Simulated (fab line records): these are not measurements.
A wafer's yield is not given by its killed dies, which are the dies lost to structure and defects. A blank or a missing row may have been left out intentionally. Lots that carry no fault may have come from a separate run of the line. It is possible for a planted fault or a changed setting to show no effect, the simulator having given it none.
A lot that was struck, set against a sound lot :: flow n5-finfet :: 40 out of 1938 route steps
Sound: these wafers, L860.2, L860.4, L860.6. The struck wafers were L858.2, L858.3, L858.4. At the end, the cause is stated.
Each step with rows lists, per side, the tool, then ch with its chambers, then its first start. Under that, the readings that differ: sound wafers :: struck wafers :: difference of the means :: sigmas: that difference in standard deviations of wafers without a fault.
alike: readings whose means differ by less than 2 such deviations, and words and numbers that are the same on both sides. not compared: withheld readings, readings that some wafer has no value for, bounds like >300 that may hide the same value, and numbers for which the record gives no deviation and whose values overlap.
The two part at a step that has a row with sigmas, a row that says differs or no value, or rows on one side only. Non-overlapping numbers with no deviation appear without sigmas and do not part them. A reading missing from all wafers of one side parts the sides only when that side holds two or more wafers.

first, 12 steps without rows for these wafers: N5_FIN_SAQP_DESCUM_21 (chemistry O2, time 7.9 s); N5_FIN_SAQP_ETCH_51 (etches SiARC in CF4, target depth 45.5 nm, time 75.8 s); N5_FIN_SAQP_ETCH_52 (etches SOC in N2/H2, target depth 100 nm, overetch 20 nm, time 150 s); N5_FIN_SAQP_STRIP_53 (strips in N2/H2); N5_FIN_SAQP_HM_OPEN_73 (chemistry CHF3/O2, target SiO2, stops on a-Si, target depth 12 nm, time 16.8 s); N5_FIN_SAQP_STRIP_74 (strips in CHF3/O2); N5_FIN_SAQP_MANDREL_ETCH_22 (etches a-Si in HBr/Cl2, stops on SiNx, target depth 60 nm, bt time 10 s, time 30 s); N5_FIN_SAQP_STRIP_55 (strips in N2/H2); N5_FIN_SAQP_STRIP_23 (strips in SPM, time 750 s); N5_FIN_SAQP_SRD_66 (time 30 s); N5_FIN_SAQP_RECESS_75 (chemistry HF/NH3, target SiO2, target depth 14.4 nm, afs cycles 3, sublimation time 60 s); N5_FIN_SAQP_SPACER1_ALD_24 (deposits SiO2, target thk 20.3 nm, pulse time 1 s, purge time 2 s).
N5_FIN_SAQP_SPACER1_ETCHBACK_25: etches SiO2 in CHF3/O2, target depth 24.4 nm, time 12.2 s.
  sound on rie-diel-05 ch 0,1,3, day 6 01:17; struck on rie-diel-01 ch 1,2,3, day 5 11:40
  alike: O2_flow_sccm, drypump-motor-current-A, oes_f_703_au, oes-product-au, rf-vpp-V, showerhead-plenum-p-Torr, throttle-valve-pct
  not compared: rf-hours-counter-h
then, 21 steps without rows for these wafers: N5_FIN_SAQP_MANDREL1_REMOVE_56 (chemistry HBr/Cl2/O2, target a-Si, stops on SiNx, bt time 10 s); N5_FIN_SAQP_ETCH_57 (etches SiNx in CH3F/O2, target depth 32.5 nm, time 46.4 s); N5_FIN_SAQP_ETCH_65 (etches SiO2 in CF4, target depth 4 nm, time 4.4 s); N5_FIN_SAQP_MANDREL_ETCH_58 (etches a-Si in HBr/Cl2, stops on SiNx, target depth 45 nm, bt time 10 s, time 27 s); N5_FIN_SAQP_RECESS_63 (chemistry HF/NH3, target SiO2, target depth 18 nm, afs cycles 3, sublimation time 60 s); N5_FIN_SAQP_COAT_68 (time 60 s, resist thk 100 nm); N5_FIN_SAQP_ETCH_69 (etches SOC in N2/H2, stops on SiNx, target depth 150 nm); N5_FIN_SAQP_ETCH_67 (etches SiNx in CH3F/O2, target depth 30 nm); N5_FIN_SAQP_STRIP_70 (strips in N2/H2); N5_FIN_SAQP_RECESS_71 (chemistry HF/NH3, target SiO2, target depth 3 nm, afs cycles 1, sublimation time 60 s); N5_FIN_SAQP_SPACER2_ALD_28 (deposits SiO2, target thk 8.1 nm, pulse time 1 s, purge time 2 s); N5_FIN_SAQP_SPACER2_ETCHBACK_29 (etches SiO2 in CHF3/O2, target depth 12.2 nm, time 6.1 s); N5_FIN_SAQP_MANDREL2_REMOVE_60 (chemistry HBr/Cl2/O2, target a-Si, stops on SiNx, bt time 10 s); N5_FIN_SAQP_HM_OPEN_33 (chemistry CH3F/O2, target SiNx, target depth 49.4 nm, time 70.6 s); N5_FIN_SAQP_ETCH_34 (etches SiO2 in C4F6/O2, target depth 45 nm, time 15 s); N5_FIN_SAQP_STRIP_77 (strips in N2/H2, time 90 s); N5_FIN_SAQP_ETCH_64 (etches SiO2 in CF4, target depth 1.5 nm); N5_FIN_SAQP_FIN_ETCH_36 (etches the open film in HBr/Cl2/O2, target depth 120 nm, time 50.4 s); N5_FIN_SAQP_PRECLEAN_38 (cleans in O3/DIW, time 45 s); N5_FIN_SAQP_PRECLEAN_45 (cleans in dHF, time 10 s); N5_FIN_SAQP_SRD_39 (time 30 s).
N5_FIN_SAQP_INSPECT_40: inspects for defects (brightfield).
  sound on defect-inspect-02 at day 6 03:52; struck on defect-inspect-01 at day 5 14:03
reading: raw-defect-count
sound: 244 181 141
struck: 580 588 522
difference: +375
sigmas: +6
then, 2 steps without rows for these wafers: N5_FIN_CUT_COAT_18 (time 60 s, resist thk 230 nm); N5_FIN_CUT_COAT_19 (time 60 s, resist thk 20 nm).
N5_FIN_CUT_INSPECT_10: inspects for defects (brightfield).
  sound on defect-inspect-01 at day 6 04:16; struck on defect-inspect-01 at day 5 14:26
reading: raw-defect-count
sound: 48 39 30
struck: 378 426 391
difference: +359
sigmas: +36
N5_FIN_CUT_INSPECT_17: inspects for defects (brightfield).
  sound on defect-inspect-02 at day 6 06:10; struck on defect-inspect-01 at day 5 15:23
reading: raw-defect-count
sound: 243 184 145
struck: 579 599 528
difference: +378
sigmas: +6
-- the record jumps here: 10 days lie between the struck wafers' starts before and after (it left off in module FIN_CUT and takes up again in module PASSIVATION, whose first step shown is number 1936 of the route) --
N5_PASSIVATION_PROBE_49:
  sound on prober-02 at day 16 03:18; struck on prober-01 at day 15 20:22
reading: killed-at-front-end
sound: 42 40 36
struck: 144 78 101
difference: +68
sigmas: +6

reading: killed-dies
sound: 123 97 102
struck: 222 126 150
difference: +59
sigmas: +3
  alike: killed_at_M0_to_M3, killed_at_M4_up, killed-at-contacts, killed-at-other, killed-on-rim, killed-open, killed-short

== WHERE THEY PART ==
First at N5_FIN_SAQP_INSPECT_40; last, within this record, at N5_PASSIVATION_PROBE_49.

WHY: what the simulator had put in
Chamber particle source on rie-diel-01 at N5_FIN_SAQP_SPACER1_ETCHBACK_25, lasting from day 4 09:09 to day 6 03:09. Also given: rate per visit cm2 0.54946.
